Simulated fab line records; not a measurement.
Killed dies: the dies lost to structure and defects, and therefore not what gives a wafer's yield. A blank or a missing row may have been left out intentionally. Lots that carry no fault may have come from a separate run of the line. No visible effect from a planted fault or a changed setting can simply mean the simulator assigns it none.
Which tool is to blame?    flow nand harc    7 lots, 21 wafers sampled, at 4 steps of a route of 1302

## WHAT THE GAUGES READ, wafer by wafer
NHARC_END_SORT_01.
lot   measured      on         killed at array
L885  day 28 12:52  prober-02  134 136 137

## WHICH TOOL RAN EACH LOT (tool, then ch and the chambers of the sampled wafers, then the start)
lot   NHARC_A_ONON_D1_DEP_16            NHARC_A_BONDPAD_CMP_19         NHARC_THIN_TSV_PRE_CLEAN_54
L878  pecvd onon-03 ch 0, day 8 18:18   cmp-01 ch 1,2,3, day 23 22:28  pvd sputter-03, day 24 17:01
L880  pecvd onon-03 ch 0, day 9 03:47   cmp-01 ch 0,1,3, day 24 04:25  pvd sputter-02, day 24 22:30
L885  pecvd onon-02 ch 0, day 12 01:28  cmp-03 ch 0,1, day 27 04:37    pvd sputter-01, day 27 23:57
L892  pecvd onon-02 ch 0, day 15 01:16  cmp-01 ch 0,1,3, day 30 14:16  pvd sputter-01, day 31 08:10
L896  pecvd onon-03 ch 0, day 16 00:43  cmp-01 ch 0,2,3, day 31 05:14  pvd sputter-03, day 31 23:10
L898  pecvd onon-02 ch 0, day 16 20:26  cmp-04 ch 0,1, day 32 05:54    pvd sputter-02, day 33 00:56
L900  pecvd onon-04 ch 0, day 17 16:24  cmp-01 ch 1,2, day 32 16:53    pvd sputter-02, day 33 10:48
- NHARC_A_ONON_D1_DEP_16: target thk 1000 nm.
- NHARC_A_BONDPAD_CMP_19: polishes, t overpolish 30 s, cu recess touch 16 s, target thk 169.82 nm.
- NHARC_THIN_TSV_PRE_CLEAN_54: time 30 s.

## THE ANSWER, worked out from the rows above alone
Rule: usual is defined by the lots themselves. Put in order of their means at a reading, lots are off if they are a third of the lots or fewer, leave a main group of 4 or more, and stand apart from it by a gap of 3 or more times the standard deviation of the main group's means; of several such gaps the widest counts. The tables above print the reading to a certain number of digits; a main group whose means all agree to those digits is not used. Also off: a lot with no number at a reading for which 4 or more lots have one. Where the step has rows for the other lots, those lots are counted as sound.
No lot is off at any reading shown: from this, nothing can be told.

## WHAT THE SIMULATOR PUT IN
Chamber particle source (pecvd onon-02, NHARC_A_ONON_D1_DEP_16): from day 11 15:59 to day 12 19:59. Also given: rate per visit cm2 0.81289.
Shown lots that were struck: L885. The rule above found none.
